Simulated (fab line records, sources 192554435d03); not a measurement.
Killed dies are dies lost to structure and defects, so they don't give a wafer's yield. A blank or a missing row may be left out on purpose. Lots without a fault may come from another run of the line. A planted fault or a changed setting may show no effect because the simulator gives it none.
A struck lot beside a sound one | flow n5_finfet | 14 steps out of a route of 1938
Sound: wafers L973.1, L973.3, L973.6. Struck: wafers L984.4, L984.5, L984.6. The cause comes at the end.
At each step with rows: each side's tool, then ch and its chambers, then its first start. Under that, the readings that differ: sound wafers | struck wafers | difference of the means | sigmas: that difference in standard deviations of wafers without a fault.
alike: readings whose means differ by less than 2 such deviations, and words and numbers that are the same on both sides. not compared: withheld readings, readings that some wafer has no value for, bounds like >300 that may hide the same value, and numbers for which the record gives no deviation and whose values overlap.
The two part at a step that has a row with sigmas, a row that says differs or no value, or rows on one side only. Numbers that don't overlap but have no deviation are shown without sigmas and don't part them. A reading that every wafer of one side lacks parts them only if that side has two wafers or more.

N5_BEOL_M6_ILD_DEP_00: deposits SiCOH lowk from DEMS/porogen, target thk 179.75 nm, time 33.4 s.
  sound on pecvd-03 ch 0,1,2, day 8 17:59; struck on pecvd-03 ch 1,2, day 11 12:43
  alike: heater_power_w, showerhead_plenum_p_Torr, throttle_valve_pct
N5_BEOL_M6_CURE_74: cures SiCOH lowk, time 240 s.
  sound on uv_cure-02 ch 2, day 8 18:03; struck on uv_cure-02 ch 1, day 11 13:01
  alike: lamp_power_pct, wafer_temp_C_max
N5_BEOL_M6_THK_MEAS_01:
  sound on film_metro-02, day 8 19:03; struck on film_metro-02, day 11 13:17
  alike: M6_ILD_THK
N5_BEOL_M6_PECVD_70: deposits SiO2 from TEOS/O2, target thk 20 nm, time 22.7 s.
  sound on pecvd-01 ch 0,1,2, day 8 19:05; struck on pecvd-04 ch 0,1,2, day 11 13:20
  alike: heater_power_w, showerhead_plenum_p_Torr, throttle_valve_pct
N5_BEOL_M6_HM_DEP_02: deposits TiN, target thk 20 nm.
  sound on pvd_sputter-01, day 8 19:59; struck on pvd_sputter-03, day 11 16:55
  alike: throttle_valve_pct
then, 7 steps without rows for these wafers: N5_BEOL_M6_COAT_59 (time 60 s, resist thk 100 nm); N5_BEOL_M6_COAT_60 (time 60 s, resist thk 35 nm); N5_BEOL_M6_COAT_05 (resist thk 90 nm); N5_BEOL_M6_EBR_07; N5_BEOL_M6_SOFTBAKE_06 (time 60 s); N5_BEOL_M6_EXPOSE_08 (exposes mask M6); N5_BEOL_M6_PEB_09 (peb time 60 s).
N5_BEOL_M6_DEVELOP_10: develop time 30 s.
  sound on litho_track-02 ch 0, day 8 20:19; struck on litho_track-02, day 11 17:22
  no value came back on the struck wafers for chill_plate_temp_C (C), develop_time_s (s), exhaust_pa (Pa); on the sound wafers chill_plate_temp_C (C) reads 23.03 22.93 23.01
  reading                                      | sound      | struck         | difference | sigmas
  model.CAR-ArF_of_BEOL_M6_COAT_05.thk_nm (nm) | 88 88 88.4 | 89.8 89.6 89.6 | +1.5       |
N5_BEOL_M6_CD_MEAS_11: target cd 38.5 nm.
  sound on cd_sem-01 ch 0, day 8 20:22; struck on cd_sem-02 ch 0, day 11 17:26
  reading    | sound          | struck | difference                    | sigmas
  cd_nm (nm) | 38.2 38.8 39.0 | - - -  | no value on the struck wafers |

WHERE THEY PART
First at N5_BEOL_M6_DEVELOP_10; last, within this record, at N5_BEOL_M6_CD_MEAS_11.

WHY: what the simulator had put in
Skipped step whole: litho_track-02, from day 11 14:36 on, at N5_BEOL_M6_DEVELOP_10. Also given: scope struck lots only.
